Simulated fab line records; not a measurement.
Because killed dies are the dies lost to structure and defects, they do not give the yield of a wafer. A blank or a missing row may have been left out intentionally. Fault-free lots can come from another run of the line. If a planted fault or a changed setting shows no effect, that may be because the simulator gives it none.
A lot that was struck, set against a sound lot :: flow n5_finfet :: 38 steps out of a route of 1938
Sound: the wafers L575.1, L575.2, L575.4. Struck: wafer L581.3 (left out: L581.2, L581.5 of the same lot, which were not struck); the cause appears at the end.
For every step that has rows: the tool of each side, followed by ch and its chambers, followed by its first start. Under that, the readings that differ: sound wafers :: struck wafers :: difference of the means :: sigmas: that difference in standard deviations of wafers without a fault.
alike: a reading whose means differ by less than 2 such deviations, as well as words and numbers matching on both sides. not compared: withheld readings; readings where some wafer has no value; bounds like >300 that might hide an equal value; numbers whose values overlap and for which the record gives no deviation.
Wherever a step has rows on one side only, a row that says differs or no value, or a row with sigmas, the two part there. When numbers do not overlap yet have no deviation, they are printed without sigmas and do not part them. Lack of a reading on every wafer of one side parts them only where that side has two or more wafers.

first, 9 steps without rows for these wafers: N5_BEOL_M7_DESCUM_33 (chemistry O2, time 7 s); N5_BEOL_M7_ETCH_72 (etches underlayer in N2/H2, target depth 6.5 nm, time 5.2 s); N5_BEOL_M7_ETCH_65 (etches SiARC in CF4, target depth 15.6 nm, time 26 s); N5_BEOL_M7_ETCH_66 (etches SOC in N2/H2, target depth 80 nm, overetch 16 nm, time 120 s); N5_BEOL_M7_STRIP_69 (strips in N2/H2); N5_BEOL_M7_STRIP_73 (strips in N2/H2); N5_BEOL_M7_VIA_ETCH_34 (etches SiCOH lowk in C4F6/O2, target depth 125.5 nm, time 50.5 s); N5_BEOL_M7_STRIP_76 (strips in C4F6/O2); N5_BEOL_M7_STRIP_36 (strips in N2/H2).
N5_BEOL_M7_TRENCH_ETCH_37: etches SiCOH lowk in C4F6/O2, target depth 93.478 nm, time 31.2 s.
  sound on rie_diel-03 ch 1,2,3, day 10 07:42; struck on rie_diel-03 ch 3, day 11 22:05
reading: model.etch.depth_nm (nm)
sound: 93.84 94.21 89.54
struck: 78.57
difference: -13.96
sigmas: 

reading: model.BEOL_M7.feature_depth_nm (nm)
sound: 93.8 94.2 89.6
struck: 78.6
difference: -13.9
sigmas: 
  alike: drypump_motor_current_A, oes_o_777_au, oes_product_au, rf_vpp_V, showerhead_plenum_p_Torr, throttle_valve_pct
  not compared: rf_hours_counter_h, model.TiN_of_BEOL_M7_HM_DEP_02.thk_nm
then, 2 steps without rows for these wafers: N5_BEOL_M7_ETCH_41 (etches SiCN in CH3F/O2, target depth 31.9 nm, time 57.8 s); N5_BEOL_M7_STRIP_80 (strips in N2/H2, time 10 s).
N5_BEOL_M7_OCD_MEAS_38:
  sound on ocd-02, day 10 07:52; struck on ocd-02, day 11 22:14
reading: trench_depth_nm (nm)
sound: 93.9 94.6 89.5
struck: 78.8
difference: -13.9
sigmas: -7
then, 13 steps without rows for these wafers: N5_BEOL_M7_HM_STRIP_39 (strips TiN in peroxide tin strip, target depth 25 nm, time 158 s); N5_BEOL_M7_SRD_40 (time 30 s); N5_BEOL_M7_PRECLEAN_42 (cleans in residue remover, time 60 s); N5_BEOL_M7_SRD_43 (time 30 s); N5_BEOL_M7_CURE_75 (cures SiCOH lowk, time 120 s); N5_BEOL_M7_DEGAS_44 (time 60 s); N5_BEOL_M7_PRE_CLEAN_45 (time 30 s); N5_BEOL_M7_ALD_77 (deposits TaN, target thk 2 nm, pulse time 2 s, purge time 3 s); N5_BEOL_M7_SURFACE_TREAT_79; N5_BEOL_M7_CVD_78 (deposits Co from CCTBA/H2, target thk 2 nm, time 142.3 s); N5_BEOL_M7_SPUTTER_48 (material Cu, target thk 10 nm, time 1.667 s); N5_BEOL_M7_ECD_50 (material Cu, target thk 300 nm); N5_BEOL_M7_ANNEAL_51 (time 90 s).
N5_BEOL_M7_CMP_52: polishes, stops on SiCOH lowk, t overpolish 6.9 s, target thk 80 nm.
  sound on cmp-02 ch 0,1,3, day 10 09:59; struck on cmp-01 ch 3, day 12 02:22
reading: overpolish_run_s (s)
sound: 6.909 6.888 6.892
struck: 6.912
difference: +0.016
sigmas: +2

reading: model.Cu_of_BEOL_M7_ECD_50.thk_nm (nm)
sound: 78.8 79.4 75.6
struck: 63.6
difference: -14.3
sigmas: 
  alike: barrier_field_endpoint_s, clearing_platen_down_force_psi, clearing_platen_rpm, motor_current_A, slurry_filter_dp_kPa, slurry_flow_ml_min, time_to_endpoint_s
N5_BEOL_M7_THK_MEAS_53: measures by xrf.
  sound on film_metro-02, day 10 10:14; struck on film_metro-02, day 12 02:37
reading: M7_THK (nm)
sound: 78.2 78.8 75.3
struck: 63.1
difference: -14.3
sigmas: -6
then, 2 steps without rows for these wafers: N5_BEOL_M7_PRE_CLEAN_55 (time 15 s); N5_BEOL_M7_DEP_56 (deposits SiCN from 3MS/NH3, target thk 10 nm, time 17.5 s).
N5_BEOL_M7_RS_MEAS_57: the measuring method here is four-point-probe.
  sound on film_metro-01, day 10 10:24; struck on film_metro-01, day 12 02:45
reading: M7_RS (ohm/sq)
sound: 0.292 0.289 0.306
struck: 0.376
difference: +0.080
sigmas: +8
then, 5 steps without rows for these wafers: N5_BEOL_M8_ILD_DEP_00 (deposits SiCOH lowk from DEMS/porogen, target thk 179.75 nm, time 33.4 s); N5_BEOL_M8_CURE_74 (cures SiCOH lowk, time 240 s); N5_BEOL_M8_PECVD_70 (deposits SiO2 from TEOS/O2, target thk 20 nm, time 22.7 s); N5_BEOL_M8_HM_DEP_02 (deposits TiN, target thk 20 nm); N5_BEOL_M8_COAT_59 (time 60 s, resist thk 100 nm).
-- a jump in the record: the struck wafers' starts before and after are 3 days apart (it breaks off in module BEOL_M8 and resumes in module BEOL_M15, where the first step shown is number 1830 of the route) --
N5_BEOL_M15_RC_MEAS_101:
  sound on prober-02 ch 0, day 12 20:20; struck on prober-01 ch 0, day 14 20:55
reading: COMB_M6 (S/m)
sound: 2e-11 2.1e-11 2.4e-11
struck: 3.2e-11
difference: +1.0e-11
sigmas: +2

reading: SERP_M7 (ohm/um)
sound: 13.8 14.6 15.1
struck: 17.4
difference: +2.9
sigmas: +5

reading: SERP_M7_max_site (ohm/um)
sound: 14.8 15.1 15.7
struck: 17.8
difference: +2.6
sigmas: +4
  alike: COMB_M10, COMB_M11, COMB_M12, COMB_M13, COMB_M14, COMB_M14_max_site, COMB_M15, COMB_M5, COMB_M8, COMB_M9, SERP_M10, SERP_M11, SERP_M12, SERP_M12_max_site, SERP_M13, SERP_M14, SERP_M5, SERP_M6, SERP_M8, SERP_M9
N5_PASSIVATION_PROBE_49:
  sound on prober-01, day 13 08:47; struck on prober-01, day 15 14:40
  alike: defect_limited_yield, killed_at_M0_to_M3, killed_at_M4_up, killed_at_contacts, killed_at_front_end, killed_at_other, killed_dies, killed_open, killed_short, sort_bin_5_function, sort_bin_6_memory, sort_n_pass
  not compared: sort_bin_8_speed

WHERE THEY PART
First at N5_BEOL_M7_OCD_MEAS_38; last, within this record, at N5_BEOL_M15_RC_MEAS_101. Later steps at which nothing parts them and some readings are alike: N5_PASSIVATION_PROBE_49.

WHY: the cause the simulator had injected
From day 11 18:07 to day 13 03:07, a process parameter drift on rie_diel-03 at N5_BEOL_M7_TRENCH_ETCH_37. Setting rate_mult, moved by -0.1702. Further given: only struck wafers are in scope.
